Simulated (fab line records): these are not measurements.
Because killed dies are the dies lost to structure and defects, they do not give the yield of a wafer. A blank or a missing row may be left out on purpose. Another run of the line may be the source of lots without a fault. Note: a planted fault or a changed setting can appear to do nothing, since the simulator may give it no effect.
Matching of chambers || flow n5Finfet || 4 sister chambers for N5_BEOL_M1_VIA_ETCH_34 on rieDiel-06
The step etches the open film in C4F6/O2, target depth 67.8 nm, time 64.4 s. 16 wafers are shown with their chamber, then 8 later ones without.

== EACH WAFER AND ITS CHAMBER ==
{"wafer": "L077.1", "chamber": 3, "drypumpMotorCurrentA (A)": 6.0, "showerheadPlenumPTorr (Torr)": 2.73, "rfVppV (V)": 690}
{"wafer": "L077.4", "chamber": 1, "drypumpMotorCurrentA (A)": 6.5, "showerheadPlenumPTorr (Torr)": 2.83, "rfVppV (V)": 661}
{"wafer": "L077.5", "chamber": 2, "drypumpMotorCurrentA (A)": 6.1, "showerheadPlenumPTorr (Torr)": 2.89, "rfVppV (V)": 674}
{"wafer": "L080.1", "chamber": 0, "drypumpMotorCurrentA (A)": 5.3, "showerheadPlenumPTorr (Torr)": 2.62, "rfVppV (V)": 662}
{"wafer": "L080.4", "chamber": 1, "drypumpMotorCurrentA (A)": 6.5, "showerheadPlenumPTorr (Torr)": 2.83, "rfVppV (V)": 661}
{"wafer": "L080.6", "chamber": 2, "drypumpMotorCurrentA (A)": 6.1, "showerheadPlenumPTorr (Torr)": 2.89, "rfVppV (V)": 674}
{"wafer": "L081.1", "chamber": 0, "drypumpMotorCurrentA (A)": 5.2, "showerheadPlenumPTorr (Torr)": 2.62, "rfVppV (V)": 663}
{"wafer": "L081.3", "chamber": 3, "drypumpMotorCurrentA (A)": 6.0, "showerheadPlenumPTorr (Torr)": 2.73, "rfVppV (V)": 689}
{"wafer": "L081.4", "chamber": 1, "drypumpMotorCurrentA (A)": 6.5, "showerheadPlenumPTorr (Torr)": 2.83, "rfVppV (V)": 660}
{"wafer": "L082.3", "chamber": 1, "drypumpMotorCurrentA (A)": 6.5, "showerheadPlenumPTorr (Torr)": 2.82, "rfVppV (V)": 660}
{"wafer": "L082.4", "chamber": 0, "drypumpMotorCurrentA (A)": 5.3, "showerheadPlenumPTorr (Torr)": 2.62, "rfVppV (V)": 663}
{"wafer": "L082.6", "chamber": 1, "drypumpMotorCurrentA (A)": 6.5, "showerheadPlenumPTorr (Torr)": 2.82, "rfVppV (V)": 662}
{"wafer": "L089.2", "chamber": 0, "drypumpMotorCurrentA (A)": 5.2, "showerheadPlenumPTorr (Torr)": 2.61, "rfVppV (V)": 662}
{"wafer": "L089.3", "chamber": 3, "drypumpMotorCurrentA (A)": 6.0, "showerheadPlenumPTorr (Torr)": 2.72, "rfVppV (V)": 690}
{"wafer": "L089.6", "chamber": 0, "drypumpMotorCurrentA (A)": 5.3, "showerheadPlenumPTorr (Torr)": 2.62, "rfVppV (V)": 661}
{"wafer": "L092.1", "chamber": 3, "drypumpMotorCurrentA (A)": 6.0, "showerheadPlenumPTorr (Torr)": 2.72, "rfVppV (V)": 689}

SIGNATURES (averages over the wafers above)
{"reading": "drypumpMotorCurrentA", "chamber 0": 5.260, "chamber 1": 6.500, "chamber 2": 6.100, "chamber 3": 6.000, "scatter within a chamber": 0.0316}
{"reading": "showerheadPlenumPTorr", "chamber 0": 2.6180, "chamber 1": 2.8260, "chamber 2": 2.8900, "chamber 3": 2.7250, "scatter within a chamber": 0.005}
{"reading": "rfVppV", "chamber 0": 662.20, "chamber 1": 660.80, "chamber 2": 674.00, "chamber 3": 689.50, "scatter within a chamber": 0.742}
Rule: a wafer lies at a distance from a chamber equal to the root of the sum of squares, over the readings, of (its reading less the chamber's mean, divided by the reading's scatter). The wafer belongs to the nearest chamber; if the next one is less than 2 further off, it can't be placed. The scatter is the square root of a quotient: the sum, over the shown wafers, of each reading's squared deviation from its chamber's mean, divided by wafers minus chambers.

== WAFERS WITHOUT THEIR CHAMBER ==
{"wafer": "L092.2", "drypumpMotorCurrentA (A)": 6.5, "showerheadPlenumPTorr (Torr)": 2.82, "rfVppV (V)": 660}
{"wafer": "L092.6", "drypumpMotorCurrentA (A)": 6.1, "showerheadPlenumPTorr (Torr)": 2.88, "rfVppV (V)": 674}
{"wafer": "L094.1", "drypumpMotorCurrentA (A)": 5.2, "showerheadPlenumPTorr (Torr)": 2.61, "rfVppV (V)": 660}
{"wafer": "L094.2", "drypumpMotorCurrentA (A)": 6.1, "showerheadPlenumPTorr (Torr)": 2.87, "rfVppV (V)": 674}
{"wafer": "L094.5", "drypumpMotorCurrentA (A)": 6.0, "showerheadPlenumPTorr (Torr)": 2.72, "rfVppV (V)": 687}
{"wafer": "L096.2", "drypumpMotorCurrentA (A)": 6.5, "showerheadPlenumPTorr (Torr)": 2.81, "rfVppV (V)": 661}
{"wafer": "L096.4", "drypumpMotorCurrentA (A)": 5.3, "showerheadPlenumPTorr (Torr)": 2.61, "rfVppV (V)": 662}
{"wafer": "L096.5", "drypumpMotorCurrentA (A)": 6.0, "showerheadPlenumPTorr (Torr)": 2.71, "rfVppV (V)": 688}

== WHICH CHAMBER EACH ONE RAN IN ==
{"wafer": "L092.2", "from the rows above": 1, "in truth": 1}
{"wafer": "L092.6", "from the rows above": 2, "in truth": 2}
{"wafer": "L094.1", "from the rows above": 0, "in truth": 0}
{"wafer": "L094.2", "from the rows above": 2, "in truth": 2}
{"wafer": "L094.5", "from the rows above": 3, "in truth": 3}
{"wafer": "L096.2", "from the rows above": 1, "in truth": 1}
{"wafer": "L096.4", "from the rows above": 0, "in truth": 0}
{"wafer": "L096.5", "from the rows above": 3, "in truth": 3}
8 of 8 placed correctly. Can't be placed from these rows: 0. Number placed wrongly: 0.
